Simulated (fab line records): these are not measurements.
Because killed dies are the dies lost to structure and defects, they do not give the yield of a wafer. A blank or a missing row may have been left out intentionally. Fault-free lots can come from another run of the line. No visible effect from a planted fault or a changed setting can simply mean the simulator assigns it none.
Matching of chambers + flow nand harc + NHARC_A_CONTACT_ETCH_75 on rie diel-06 has 4 sister chambers
The step etches the open film in CF4, target depth 39 nm, time 65 s. 22 wafers are shown with their chamber, then 11 later ones without.

## WAFERS, EACH WITH ITS CHAMBER
| wafer  | chamber | drypump motor current A (A) | showerhead plenum p Torr (Torr) | throttle valve pct (%) |
|--------|---------|-----------------------------|---------------------------------|------------------------|
| L074.2 | 2       | 5.0                         | 1.74                            | 13.280                 |
| L074.5 | 2       | 5.0                         | 1.74                            | 13.286                 |
| L074.6 | 3       | 6.5                         | 1.65                            | 13.271                 |
| L076.2 | 0       | 5.7                         | 1.83                            | 13.284                 |
| L076.4 | 3       | 6.5                         | 1.91                            | 13.290                 |
| L076.5 | 0       | 5.6                         | 1.83                            | 13.293                 |
| L077.2 | 0       | 5.7                         | 1.83                            | 13.283                 |
| L077.3 | 2       | 5.0                         | 1.74                            | 13.279                 |
| L077.6 | 1       | 5.5                         | 1.80                            | 13.292                 |
| L078.1 | 1       | 5.5                         | 1.80                            | 13.290                 |
| L078.2 | 0       | 5.6                         | 1.83                            | 13.291                 |
| L078.3 | 2       | 5.0                         | 1.73                            | 13.278                 |
| L084.3 | 1       | 5.5                         | 1.79                            | 13.290                 |
| L084.4 | 3       | 6.5                         | 1.90                            | 13.289                 |
| L084.5 | 3       | 6.5                         | 1.90                            | 13.280                 |
| L085.1 | 0       | 5.6                         | 1.82                            | 13.279                 |
| L085.2 | 3       | 6.5                         | 1.90                            | 13.287                 |
| L085.6 | 0       | 5.7                         | 1.82                            | 13.287                 |
| L088.1 | 3       | 6.5                         | 1.89                            | 13.275                 |
| L088.4 | 1       | 5.5                         | 1.79                            | 13.305                 |
| L088.5 | 0       | 5.6                         | 1.82                            | 13.275                 |
| L087.3 | 0       | 5.6                         | 1.82                            | 13.292                 |

SIGNATURES, as means of the wafers listed above
| reading                  | chamber 0 | chamber 1 | chamber 2 | chamber 3 | scatter within a chamber |
|--------------------------|-----------|-----------|-----------|-----------|--------------------------|
| drypump motor current A  | 5.638     | 5.500     | 5.000     | 6.500     | 0.0323                   |
| showerhead plenum p Torr | 1.8250    | 1.7950    | 1.7375    | 1.8583    | 0.0541                   |
| throttle valve pct       | 13.28550  | 13.29425  | 13.28075  | 13.28200  | 0.00666                  |
Rule: for each reading, subtract the chamber's mean from the wafer's reading, divide by that reading's scatter and square the result; add these up over the readings and take the root, which gives the wafer's distance from the chamber. The wafer belongs to the nearest chamber; if the next one is less than 2 further off, it can't be placed. The scatter: the root of (the sum of the squares of (reading less its chamber's mean) over the shown wafers, divided by (wafers less chambers)).

## WAFERS WHOSE CHAMBER IS MISSING
| wafer  | drypump motor current A (A) | showerhead plenum p Torr (Torr) | throttle valve pct (%) |
|--------|-----------------------------|---------------------------------|------------------------|
| L087.5 | 6.5                         | 1.89                            | 13.293                 |
| L087.6 | 5.0                         | 1.72                            | 13.289                 |
| L091.2 | 6.5                         | 1.89                            | 13.289                 |
| L091.4 | 5.7                         | 1.82                            | 13.285                 |
| L091.5 | 5.6                         | 1.82                            | 13.296                 |
| L090.2 | 5.6                         | 1.82                            | 13.288                 |
| L090.3 | 5.5                         | 1.78                            | 13.279                 |
| L090.6 | 5.5                         | 1.79                            | 13.291                 |
| L096.2 | 5.5                         | 1.78                            | 13.291                 |
| L096.3 | 6.5                         | 1.89                            | 13.289                 |
| L096.5 | 6.5                         | 1.89                            | 13.291                 |

## WHICH CHAMBER EACH WENT THROUGH
| wafer  | from the rows above     | in truth |
|--------|-------------------------|----------|
| L087.5 | 3                       | 3        |
| L087.6 | 2                       | 2        |
| L091.2 | 3                       | 3        |
| L091.4 | 0                       | 0        |
| L091.5 | can't be placed: 0 or 1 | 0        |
| L090.2 | 0                       | 0        |
| L090.3 | 1                       | 1        |
| L090.6 | 1                       | 1        |
| L096.2 | 1                       | 1        |
| L096.3 | 3                       | 3        |
| L096.5 | 3                       | 3        |
Placed correctly: 10 of 11. From these rows, 1 cannot be placed; in 1 the true chamber is one of the candidates. Number placed wrongly: 0.
